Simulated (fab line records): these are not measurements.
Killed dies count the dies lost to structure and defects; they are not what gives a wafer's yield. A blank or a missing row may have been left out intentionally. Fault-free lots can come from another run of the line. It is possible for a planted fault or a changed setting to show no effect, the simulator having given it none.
Code-filled problem report in 8D (eight disciplines) form ; flow n5-finfet ; the parts of the form that need people (team, actions taken, sign-off) are left out

== 1. WHAT IS WRONG ==
Mean of barrier-field-endpoint-s at N5_BEOL_M15_CMP_49: 13.68 s across 3 wafers in 2 lots; on wafers with no fault it is 11.34 s (standard deviation 0.25). That puts it +9.4 standard deviations away from the usual mean.
The step: polishes, stops on SiO2, t overpolish 4.9 s, target thk 850 nm.
First seen on wafer L889.5, day 16 13:49, on cmp-04. At this step, 30 wafers from 10 lots have a number in the record. The rule behind "out" and "out of limits": a value lying over 4 standard deviations away from the usual mean. The rest of the wafers with a number are treated as sound.

== 2. WHAT IT IS, WHAT IT ISN'T ==
question;is;is not
which readings at this step;barrier-field-endpoint-s;motor-current-A
which lots;L888, L889;L870, L871, L872, L874, L877, L880, L881, L884
which wafers of those lots;L888.1, L888.5, L889.5;L888.4, L889.2, L889.6
read on which tools;cmp-04;cmp-01, cmp-03
when;from day 16 13:49;"up to then (26 sound wafers); but 1 sound wafer of L888 came after"

== 3. THE SUSPECTS, EACH WITH WHAT RULES IT OUT ==
Counting: if a tool at a process step up to the reading ran every lot that is out, it stays a suspect. Sound lots after the first of them don't rule it out here, since some wafers of a struck lot are sound.
- rie-diel-05 at N5_BEOL_M15_STRIP_64 (strips in O2): kept. Every lot that is out went through it, the first being L889 (day 16 12:56); the last sound lot it ran before that was L884 (day 15 17:33). With no start given for some of its lots, N5_BEOL_M15_STRIP_64 uses the hours and lot order of N5_BEOL_M15_SPUTTER_44.
- pvd-sputter-03 at N5_BEOL_M15_SPUTTER_44 (material Ta, target thk 15 nm, time 24.19 s): kept. Every lot that is out went through it, the first being L889 (day 16 12:56); the last sound lot it ran before that was L881 (day 15 11:26).
- pvd-sputter-03 at N5_BEOL_M15_SPUTTER_45 (material Cu, target thk 100 nm, time 16.67 s): kept. Every lot that is out went through it, the first being L889 (day 16 13:01); the last sound lot it ran before that was L881 (day 15 11:31).
- cmp-04 at N5_BEOL_M15_CMP_49 (polishes, stops on SiO2, t overpolish 4.9 s, target thk 850 nm): kept. Every lot that is out went through it, the first being L889 (day 16 13:49); the last sound lot it ran before that was L884 (day 15 18:19). On those wafers its own readings are out: barrier-field-endpoint-s.
Left after counting: rie-diel-05 at N5_BEOL_M15_STRIP_64, pvd-sputter-03 at N5_BEOL_M15_SPUTTER_44, pvd-sputter-03 at N5_BEOL_M15_SPUTTER_45, cmp-04 at N5_BEOL_M15_CMP_49.

== 4. THE CAUSE (what the simulator had put in) ==
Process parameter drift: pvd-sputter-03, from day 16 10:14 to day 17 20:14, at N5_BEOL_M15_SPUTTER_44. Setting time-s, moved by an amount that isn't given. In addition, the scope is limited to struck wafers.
Of the 4 suspects that counting leaves, this tool is one.

== 5. SEQUENCE OF EFFECTS, ordered by route ==
Rows list readings where the struck wafers' mean (over those with a number) sits beyond 3 standard deviations from the usual. Scope: only readings with a usual standard deviation given in the record; hours: median across lots of the time from each lot's start at the first step in this table that gives one to its start at this step; sigmas: change in usual standard deviations.
hours;step;reading;usual;on struck wafers;change;sigmas
0;N5_BEOL_M15_CMP_49;barrier-field-endpoint-s;11.34 s;13.68;+2.34;+9.4
Process steps it contains:
- N5_BEOL_M15_CMP_49: polishes, stops on SiO2, t overpolish 4.9 s, target thk 850 nm.

== 6. WHAT WOULD HAVE CAUGHT IT SOONER ==
The fault began at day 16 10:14; the first out-of-limits reading in this record came at day 16 13:49, 4 hours later.
Tool readings at N5_BEOL_M15_SPUTTER_44 with a usual standard deviation given in the record: none out on any struck wafer, hence no alarm at a limit of 4 standard deviations on them.
Among the 2 lots that are out, L888 began N5_BEOL_M15_SPUTTER_44 on pvd-sputter-03 after day 16 13:49. A tool hold placed at that time would have kept it from harm.
